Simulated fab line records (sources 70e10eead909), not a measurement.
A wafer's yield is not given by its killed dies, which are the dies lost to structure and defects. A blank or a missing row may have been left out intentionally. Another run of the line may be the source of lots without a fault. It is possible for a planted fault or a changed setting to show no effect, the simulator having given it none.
fab line records	flow nand-harc
[record] lots = 12	wafers = 36	last-day = 32
route steps=1302 shown A_CHANNEL_HOLE_D2@593 A_CHANNEL_FILL_D2@614 END@1302
lots untouched by any fault: they come from a run of this same line in which no faults occurred
start-h: hours from the record's opening day to when the first of the lot's shown wafers began	wait-h: hours elapsed since this lot's preceding step	" the same as in the row above	L1.1+2: a single row standing in for several wafers	- value missing, or start not given	* or withheld: withheld	< > ~ a bound
route shown NAME@n: names a module that has steps shown in the file, with the first one's number in the route	usual: mean/standard deviation of fault-free wafers	same: alike in all rows	chamber/n: place in a boat	sites: per-site readings	_std_site: how widely they spread, as a standard deviation	_edge_site: mean of outer sites minus mean of inner sites	radius-mm: for every site, how far away it sits from the centre of the wafer	mask NAME#n: copy n	behind: the last tool/chamber to shape the wafer	hold: why the lot was held/for how many hours/how that ended	device: names the non-switching transistor (n, p or np)	end of line: tests of these same wafers at the route's end	a step given without rows: its recipe and nothing more	killed: count of dies lost to structure and defects at first sort (not the wafer's yield)	map: a wafer's dies, marking killed ones x, the rest . and places with no die _
set.NAME: the setting the step ran with; set.NAME@STEP: the setting that earlier step ran with	model.NAME: the simulator's own value behind a step, which no gauge read
one table for each step of the route and one row for each wafer, over a sample of lots
services: when a tool's chamber went out of use (start-h, in hours from the record's first day, below 0 if earlier), for how many hours, and the reason
[[steps]]
[step NHARC_A_CHANNEL_HOLE_D2_ETCH_21]
[recipe] bias-v = 3000	source-w = withheld	pressure-mtorr = 20	time-s = 514.3	ar-flow-sccm = 375	c4f8-flow-sccm = 89.3	o2-flow-sccm = 35.7	temp-c = -20	target-depth-a = 16000	chemistry = C4F8/O2/Ar
[usual] drypump-motor-current-A = 5.4/0.58	showerhead-plenum-p-Torr = 3.69/0.099	throttle-valve-pct = 32.154/0.0094
lot.wafer	tool	chamber	start-h	wait-h	drypump-motor-current-A	rf-hours-counter-h	showerhead-plenum-p-Torr	throttle-valve-pct
L731.1	har-etch-02	1	295.98	0.3	5.3	357	3.63	32.157
L731.2	"	0	"	"	4.8	365	3.73	32.169
L731.6	"	0	"	"	4.8	-	3.73	32.158
L733.2	har-etch-01	0	317.84	0.3	6.5	164	3.69	32.164
L733.1	"	1	"	"	5.2	164	3.64	32.149
L733.6	"	0	"	"	6.4	-	3.69	32.137
L732.1	har-etch-02	0	318.70	0.3	4.8	380	3.72	32.138
L732.2	"	1	"	"	5.3	372	3.62	32.155
L732.3	"	0	"	"	4.8	-	3.72	32.163
L735.2	har-etch-02	0	344.78	0.3	4.8	396	3.71	32.157
L735.4	"	0	"	"	4.8	-	3.71	32.164
L735.5	"	0	"	"	4.8	-	3.71	32.146
L737.2	har-etch-02	1	354.33	0.3	5.3	395	3.61	32.153
L737.3	"	1	"	"	5.3	-	3.61	32.149
L737.4	"	0	"	"	4.8	-	3.71	32.158
L740.4	har-etch-02	1	403.30	0.3	5.3	-	3.93	32.174
L740.5	"	1	"	"	5.3	-	3.93	32.151
L740.6	"	0	"	"	4.9	-	3.70	32.122
L743.1	har-etch-02	1	411.49	0.3	5.3	15	3.92	32.169
L743.4	"	0	"	"	4.8	-	3.69	32.149
L743.6	"	0	"	"	4.8	-	3.69	32.152
L748.1	har-etch-01	0	473.93	0.3	6.4	259	3.64	32.147
L748.4	"	0	"	"	6.5	-	3.64	32.154
L748.5	"	1	"	"	5.2	-	3.59	32.162
L749.1	har-etch-02	1	474.44	0.3	5.3	50	3.91	32.136
L749.2	"	0	"	"	4.8	50	3.67	32.165
L749.4	"	1	"	"	5.3	-	3.91	32.157
L751.1	har-etch-01	0	501.19	0.3	6.5	274	3.63	32.152
L751.2	"	1	"	"	5.2	274	3.58	32.156
L751.4	"	0	"	"	6.5	-	3.63	32.155
L750.4	har-etch-02	0	501.51	0.3	4.8	-	3.67	32.143
L750.3	"	1	"	"	5.3	-	3.90	32.161
L750.6	"	0	"	"	4.8	-	3.67	32.172
L753.2	har-etch-01	0	512.75	0.3	6.5	282	3.63	32.160
L753.3	"	1	"	"	5.2	-	3.58	32.160
L753.4	"	0	"	"	6.5	-	3.63	32.166
[step NHARC_A_CHANNEL_HOLE_D2_ETCH_26]
[recipe] bias-v = 300	source-w = 2000	pressure-mtorr = 30	time-s = 224.1	ar-flow-sccm = 375	c4f8-flow-sccm = 11.4	o2-flow-sccm = 113.6	temp-c = -20	target-depth-a = 3000	chemistry = C4F8/O2/Ar
[usual] drypump-motor-current-A = 5.4/0.59	showerhead-plenum-p-Torr = 3.73/0.1	throttle-valve-pct = 24.584/0.0097
lot.wafer	tool	chamber	start-h	wait-h	drypump-motor-current-A	rf-hours-counter-h	showerhead-plenum-p-Torr	throttle-valve-pct
L731.1	har-etch-02	1	299.33	0.7	5.3	360	3.67	24.578
L731.2	"	0	"	"	4.8	368	3.77	24.585
L731.6	"	0	"	"	4.8	-	3.77	24.585
L733.2	har-etch-01	0	321.18	0.7	6.5	167	3.74	24.576
L733.1	"	1	"	"	5.2	167	3.69	24.589
L733.6	"	0	"	"	6.4	-	3.74	24.582
L732.1	har-etch-02	0	322.06	0.7	4.8	383	3.77	24.577
L732.2	"	1	"	"	5.3	375	3.66	24.578
L732.3	"	0	"	"	4.8	-	3.77	24.589
L735.2	har-etch-02	0	348.13	0.7	4.8	399	3.76	24.585
L735.4	"	0	"	"	4.8	-	3.76	24.575
L735.5	"	0	"	"	4.8	-	3.76	24.578
L737.2	har-etch-02	1	357.65	0.7	5.3	399	3.65	24.596
L737.3	"	1	"	"	5.3	-	3.65	24.569
L737.4	"	0	"	"	4.8	-	3.75	24.594
L740.4	har-etch-02	1	406.58	0.5	5.3	-	3.99	24.590
L740.5	"	1	"	"	5.3	-	3.99	24.594
L740.6	"	0	"	"	4.8	-	3.74	24.597
L743.1	har-etch-02	1	414.85	0.7	5.3	19	3.98	24.572
L743.4	"	0	"	"	4.8	-	3.74	24.576
L743.6	"	0	"	"	4.8	-	3.74	24.579
L748.1	har-etch-01	0	477.28	0.7	6.5	262	3.68	24.581
L748.4	"	0	"	"	6.4	-	3.68	24.576
L748.5	"	1	"	"	5.2	-	3.63	24.587
L749.1	har-etch-02	1	477.79	0.7	5.3	53	3.96	24.570
L749.2	"	0	"	"	4.8	53	3.72	24.570
L749.4	"	1	"	"	5.3	-	3.96	24.603
L751.1	har-etch-01	0	504.55	0.7	6.5	278	3.67	24.576
L751.2	"	1	"	"	5.2	278	3.62	24.607
L751.4	"	0	"	"	6.4	-	3.67	24.569
L750.4	har-etch-02	0	504.78	0.5	4.8	-	3.71	24.591
L750.3	"	1	"	"	5.3	-	3.95	24.597
L750.6	"	0	"	"	4.8	-	3.71	24.569
L753.2	har-etch-01	0	516.07	0.6	6.5	285	3.67	24.586
L753.3	"	1	"	"	5.2	-	3.62	24.583
L753.4	"	0	"	"	6.5	-	3.67	24.599
[step NHARC_A_CHANNEL_HOLE_D2_STRIP_43]
[recipe] o2-flow-sccm = 400	cos-flow-sccm = 20	ar-flow-sccm = 0	bias-w = 0	chemistry = O2/COS
lot.wafer	tool	chamber	start-h	wait-h
L731.1+2+6	rie-diel-06	0,2,0	300.21	0.1
L733.1+2+6	rie-diel-06	1,3,1	322.06	0.0
L732.3+1+2	rie-diel-07	2,3,0	322.94	0.0
L735.2+4+5	rie-diel-07	3,1,3	349.02	0.1
L737.2+3+4	rie-diel-07	0,2,3	358.53	0.1
L740.4+5+6	rie-diel-07	2,1,2	407.40	0.1
L743.4+1+6	rie-diel-07	3,1,2	415.74	0.1
L748.4+1+5	rie-diel-08	3,0,2	478.18	0.1
L749.1+4+2	rie-diel-06	3,0,1	478.68	0.1
L751.1+2+4	rie-diel-06	3,0,1	505.44	0.1
L750.3+4+6	rie-diel-08	2,3,0	505.60	0.1
L753.2+4+3	rie-diel-07	2,3,0	516.94	0.1
[step NHARC_A_CHANNEL_HOLE_D2_INSPECT_40]
[usual] raw-defect-count = 278/75
lot.wafer	tool	chamber	start-h	wait-h	raw-defect-count
L731.1	defect-inspect-02	-	301.26	-	297
L731.2	"	-	"	"	411
L731.6	"	-	"	"	347
L733.1	defect-inspect-01	-	323.11	-	176
L733.2	"	-	"	"	270
L733.6	"	-	"	"	342
L732.1	defect-inspect-01	-	323.98	-	331
L732.2	"	-	"	"	338
L732.3	"	-	"	"	433
L735.2	defect-inspect-01	-	350.05	-	215
L735.4	"	-	"	"	243
L735.5	"	-	"	"	295
L737.2	defect-inspect-01	-	359.57	-	315
L737.3	"	-	"	"	377
L737.4	"	-	"	"	379
L740.4	defect-inspect-02	-	408.44	-	191
L740.5	"	-	"	"	689
L740.6	"	-	"	"	331
L743.1	defect-inspect-02	-	416.78	-	578
L743.4	"	-	"	"	173
L743.6	"	-	"	"	222
L748.1	defect-inspect-02	-	479.26	-	340
L748.4	"	-	"	"	205
L748.5	"	-	"	"	222
L749.1	defect-inspect-01	-	479.72	-	147
L749.2	"	-	"	"	155
L749.4	"	-	"	"	144
L751.1	defect-inspect-02	-	506.49	-	295
L751.2	"	-	"	"	263
L751.4	"	-	"	"	345
L750.3	defect-inspect-01	-	506.65	-	162
L750.4	"	-	"	"	152
L750.6	"	-	"	"	381
L753.2	defect-inspect-01	-	517.97	-	278
L753.3	"	-	"	"	320
L753.4	"	-	"	"	297
[step NHARC_A_CHANNEL_FILL_D2_ALD_14]
[recipe] target-thk-a = 25	pulse-time-s = 10	ald-cycles = 25	temp-c = 300	material = SiO2
[usual] heater-power-outer-w = 258/36	heater-power-w = 449/52	precursor-pulse-height-rel = 1.001/0.019
lot.wafer	tool	chamber	start-h	wait-h	heater-power-outer-w	heater-power-w	precursor-pulse-height-rel
L731.2	ald-hk-01	0	308.50	0.1	283	507	0.977
L731.1	"	1	"	"	224	417	1.005
L731.6	"	3	"	"	262	446	0.993
L732.2	ald-hk-02	2	330.32	0.0	218	407	1.014
L732.3	"	3	"	"	296	512	0.986
L732.1	"	1	"	"	231	415	0.997
L733.1	ald-hk-03	3	330.39	0.1	284	469	0.984
L733.2	"	0	"	"	243	415	1.002
L733.6	"	2	"	"	234	426	1.009
L735.4	ald-hk-01	2	357.80	0.0	230	427	1.010
L735.2	"	1	"	"	228	422	1.013
L735.5	"	2	"	"	238	429	1.022
L737.2	ald-hk-01	1	368.98	0.0	227	417	0.995
L737.3	"	3	"	"	272	435	1.011
L737.4	"	0	"	"	274	510	1.018
L740.4	ald-hk-03	3	415.58	0.0	261	452	1.000
L740.6	"	3	"	"	264	451	0.985
L740.5	"	0	"	"	247	430	1.000
L743.1	ald-hk-02	0	423.37	0.0	324	534	1.018
L743.4	"	2	"	"	229	423	0.997
L743.6	"	0	"	"	323	525	1.000
L748.4	ald-hk-03	1	486.48	0.0	213	334	0.960
L748.1	"	2	"	"	239	416	0.978
L748.5	"	1	"	"	211	353	0.969
L749.2	ald-hk-01	2	486.49	0.0	224	417	1.011
L749.4	"	3	"	"	260	419	1.003
L749.1	"	1	"	"	231	422	0.990
L751.4	ald-hk-03	2	513.68	0.0	235	410	1.009
L751.1	"	3	"	"	263	451	0.986
L751.2	"	0	"	"	245	428	0.987
L750.4	ald-hk-02	2	513.74	0.1	219	418	0.998
L750.3	"	0	"	"	328	532	1.010
L750.6	"	2	"	"	225	428	0.978
L753.4	ald-hk-01	3	525.19	0.0	259	418	1.007
L753.2	"	0	"	"	275	483	1.015
L753.3	"	2	"	"	227	415	0.968
[step NHARC_END_SORT_01]
[recipe] temp-c = 25
[usual] killed-at-array = 61/26	killed-at-other = 0.8/1.1	killed-at-periphery = 4.0/2.6	killed-dies = 66/26	killed-open = 3.1/1.7	killed-short = 2.5/1.5
[same] gross-dies = 677
lot.wafer	tool	chamber	start-h	wait-h	killed-at-array	killed-at-other	killed-at-periphery	killed-dies	killed-open	killed-short
L740.4	prober-01	0	667.89	3.4	48	1	4	53	5	2
L740.5	prober-01	0	668.69	3.7	110	0	2	112	0	2
L740.6	prober-01	0	669.50	4.0	54	0	3	57	3	3
L743.1	prober-01	0	689.93	2.4	95	0	4	99	3	4
L743.4	prober-01	0	692.35	3.4	38	2	3	43	4	4
L743.6	prober-01	0	693.97	4.0	41	0	2	43	5	1
// killed by level:class
L740.4 A_SLIT:chamber-film-flake=37 A_CONTACT:chamber-film-flake=4 P_GATE:chamber-film-flake=2 P_CONTACT:geometric-particle:open=1 P_M1:geometric-particle:open=1 A_DECK1_JOINT:geometric-particle:short=1 A_CONTACT:geometric-particle:open=1 A_M0:geometric-particle:open=1
L740.5 A_CHANNEL_HOLE_D2:unspecified=60 A_SLIT:chamber-film-flake=39 A_CONTACT:chamber-film-flake=3 P_STI:chamber-film-flake=2 A_CHANNEL_HOLE_D1:chamber-film-flake=2 A_CHANNEL_HOLE_D2:chamber-film-flake=2 A_CHANNEL_FILL_D1:geometric-particle:short=1 A_DECK1_JOINT:geometric-particle:short=1
L740.6 A_SLIT:chamber-film-flake=40 A_CHANNEL_FILL_D2:geometric-particle:open=2 A_CHANNEL_HOLE_D1:chamber-film-flake=2 A_CONTACT:chamber-film-flake=2 A_CHANNEL_FILL_D1:geometric-particle:short=1 A_DECK1_JOINT:geometric-particle:short=1 A_WL_FILL:geometric-particle:short=1 A_M0:geometric-particle:open=1
L743.1 A_CHANNEL_HOLE_D2:unspecified=56 A_CHANNEL_HOLE_D1:chamber-film-flake=30 A_ONON_D1:geometric-particle:short=2 P_CONTACT:geometric-particle:short=1 P_CONTACT:geometric-particle:open=1 A_CHANNEL_FILL_D1:geometric-particle:open=1 A_ONON_D2:geometric-particle:short=1 A_M1:geometric-particle:open=1
L743.4 A_CHANNEL_HOLE_D1:chamber-film-flake=24 A_STAIRCASE:chamber-film-flake=3 A_CONTACT:chamber-film-flake=2 THIN_TSV:chamber-film-flake=2 P_M0:geometric-particle:short=1 P_M1:geometric-particle:short=1 A_CHANNEL_FILL_D1:geometric-particle:open=1 A_CHANNEL_FILL_D1:geometric-particle:short=1
L743.6 A_CHANNEL_HOLE_D1:chamber-film-flake=24 A_CONTACT:chamber-film-flake=4 A_CHANNEL_FILL_D1:geometric-particle:open=2 A_CHANNEL_HOLE_D2:chamber-film-flake=2 A_STAIRCASE:chamber-film-flake=2 A_SLIT:chamber-film-flake=2 P_M0:geometric-particle:open=1 A_CHANNEL_FILL_D2:geometric-particle:short=1
[[services]]
tool	chamber	start-h	hours	kind
rie-diel-08	2	276.68	20.8	repair
rie-diel-07	-	294.20	9.0	pm
ald-hk-01	-	296.00	10.0	pm
rie-diel-06	-	307.20	9.0	pm
rie-diel-08	3	326.94	1.5	repair
rie-diel-06	0	331.95	4.6	repair
ald-hk-02	-	353.74	10.0	pm
har-etch-01	-	354.72	2.9	repair
rie-diel-08	-	367.80	9.0	pm
rie-diel-07	0	374.98	5.6	repair
har-etch-02	-	377.00	17.0	pm
ald-hk-02	-	379.74	11.0	repair
ald-hk-03	-	390.94	10.0	pm
rie-diel-06	0	445.07	1.4	repair
rie-diel-07	1	445.56	8.5	repair
rie-diel-06	3	469.06	1.5	repair
rie-diel-07	-	471.20	9.0	pm
rie-diel-06	-	484.20	9.0	pm
ald-hk-02	-	487.98	1.1	repair
rie-diel-07	1	498.53	7.9	repair
har-etch-02	-	499.85	1.0	repair
rie-diel-07	3	500.99	3.9	repair
rie-diel-06	-	521.13	2.3	repair
rie-diel-07	1	523.99	7.7	repair
[[key]]
[first-sign] step = NHARC_A_CHANNEL_HOLE_D2_INSPECT_40	reading = raw-defect-count	direction = up	sigmas = 4.7	usual = 278	struck = 634
[more-kills-born-at] NHARC_A_CHANNEL_HOLE_D2_STRIP_43@rie-diel-07 = 116
met-at NHARC_A_CHANNEL_HOLE_D2_STRIP_43
struck-lots L740,L743
struck-wafers L740.5,L743.1
tester-left-out L740,L743
not-acting-at NHARC_A_CHANNEL_HOLE_D2_ETCH_21,NHARC_A_CHANNEL_HOLE_D2_ETCH_26,NHARC_A_CHANNEL_FILL_D2_ALD_14
onset-between 349.02 407.40
[fault] kind = chamber-particle-source	tool = rie-diel-07	chamber = 1	onset-h = 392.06	steps = NHARC_A_CHANNEL_HOLE_D2_STRIP_43	rate-per-visit-cm2 = 0.49919	end-h = 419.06
// tester-left-out: of these lots the tester's yield and bins aren't shown, on N5 and GAA mostly nor the transistor test; their killed dies are dies lost to structure and defects alone, not to doping, threshold or leakage, so they don't give the yield
